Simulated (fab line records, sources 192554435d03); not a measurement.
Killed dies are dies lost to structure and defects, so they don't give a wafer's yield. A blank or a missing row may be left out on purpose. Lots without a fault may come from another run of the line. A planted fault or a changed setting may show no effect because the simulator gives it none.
Problem report in the 8D (eight disciplines) form, filled by code | flow n5_finfet | the parts of the form that need people (team, actions taken, sign-off) are left out

1. THE PROBLEM
COMB_M10_max_site at N5_BEOL_M15_RC_MEAS_101 reads a mean of 5.3e-11 S/m on 3 wafers of 1 lot; wafers without a fault read 2.1e-11 S/m with a standard deviation of 4.9e-12. That is +6.5 standard deviations from the usual mean.
First seen on wafer L384.1, day 20 07:07, on prober-01. The record holds 24 wafers of 8 lots with a number at this step. Rule for "out", or "out of limits": more than 4 standard deviations from the usual mean. The other wafers with a number count as sound.

2. WHAT IT IS AND WHAT IT IS NOT
question                    | is                          | is not
which readings at this step | COMB_M10_max_site, COMB_M10 | COMB_M11, COMB_M11_max_site, COMB_M12, COMB_M13, COMB_M14, COMB_M15, COMB_M5, COMB_M6, COMB_M7, COMB_M8, COMB_M9, SERP_M12, SERP_M14, SERP_M5, SERP_M7, SERP_M9
which lots                  | L384                        | L367, L368, L372, L378, L383, L386, L387
which wafers of those lots  | all that have a number      | -
read on which gauges        | prober-01                   | prober-02
when                        | from day 20 07:07           | up to then (21 sound wafers)

3. SUSPECTS, AND WHAT RULES EACH OUT
Counting: a tool at a process step up to the reading stays a suspect if it ran every lot that is out and no sound lot after the first of them.
- the gauge at N5_BEOL_M15_RC_MEAS_101: ruled out. All the wafers that are out were read on prober-01, but those of them that N5_PASSIVATION_PROBE_49 has rows for are out there too, on other tools.
- rie_diel-04 at N5_BEOL_M10_STRIP_36 (strips in N2/H2): kept. It ran the lot that is out, L384 (day 18 20:28), and no sound lot after that; its last sound lot up to then is L387 (day 17 23:54).
- rie_diel-04 at N5_BEOL_M10_TRENCH_ETCH_37 (etches SiCOH lowk in C4F6/O2, target depth 148.83 nm, time 48 s): kept. It ran the lot that is out, L384 (day 18 21:38), and no sound lot after that; its last sound lot up to then is L387 (day 18 00:56). N5_BEOL_M10_TRENCH_ETCH_37 gives no start for some lots, so the hours and the order of its lots are those of N5_BEOL_M10_ALD_74.
- ald_metal-03 at N5_BEOL_M10_ALD_74 (deposits TaN, target thk 2 nm, pulse time 2 s, purge time 3 s): kept. It ran the lot that is out, L384 (day 18 21:38), and no sound lot after that; its last sound lot up to then is L378 (day 16 03:10).
- cmp-02 at N5_BEOL_M10_CMP_52 (polishes, stops on SiCOH lowk, t overpolish 7 s, target thk 140 nm): kept. It ran the lot that is out, L384 (day 18 22:47), and no sound lot after that; its last sound lot up to then is L387 (day 18 02:01).
Left after counting: rie_diel-04 at N5_BEOL_M10_STRIP_36, rie_diel-04 at N5_BEOL_M10_TRENCH_ETCH_37, ald_metal-03 at N5_BEOL_M10_ALD_74, cmp-02 at N5_BEOL_M10_CMP_52.

4. THE CAUSE (what the simulator had put in)
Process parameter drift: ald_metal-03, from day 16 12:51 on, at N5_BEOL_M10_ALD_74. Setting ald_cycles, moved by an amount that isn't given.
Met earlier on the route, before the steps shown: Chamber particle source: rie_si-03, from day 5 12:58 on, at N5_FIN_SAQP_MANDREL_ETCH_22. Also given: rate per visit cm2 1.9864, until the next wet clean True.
Counting left 4 suspects, and this tool is among them.

5. THE CHAIN OF EFFECTS, in route order
Each row: a reading whose mean over the struck wafers that have a number lies more than 3 standard deviations from the usual. Only readings for which the record gives a usual standard deviation are gone through. hours: the time from each lot's start at the first step in this table that gives one to its start at this step, as a median over the lots. sigmas: the change in usual standard deviations.
hours | step                    | reading             | usual       | on struck wafers | change   | sigmas
0     | N5_BEOL_M15_RC_MEAS_101 | COMB_M10            | 1.5e-11 S/m | 3.9e-11          | +2.4e-11 | +7.1
0     | N5_BEOL_M15_RC_MEAS_101 | COMB_M10_max_site   | 2.1e-11 S/m | 5.3e-11          | +3.2e-11 | +6.5
15    | N5_PASSIVATION_PROBE_49 | killed_at_front_end | 40          | 176              | +136     | +12
15    | N5_PASSIVATION_PROBE_49 | killed_dies         | 109         | 242              | +133     | +6.7
The process steps in it:
- N5_PASSIVATION_PROBE_49

6. WHAT WOULD HAVE CAUGHT IT SOONER
In this record the first reading out of limits at a measuring or inspecting step was taken at day 20 07:07, 90 hours after the fault began at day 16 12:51.
Of the tool readings at N5_BEOL_M10_ALD_74 for which the record gives a usual standard deviation, none was out on any struck wafer, so an alarm limit of 4 standard deviations on them would not have fired.
All the lots that are out (1) had begun N5_BEOL_M10_ALD_74 on ald_metal-03 by day 20 07:07. A hold on the tool at that time would have spared none of them.
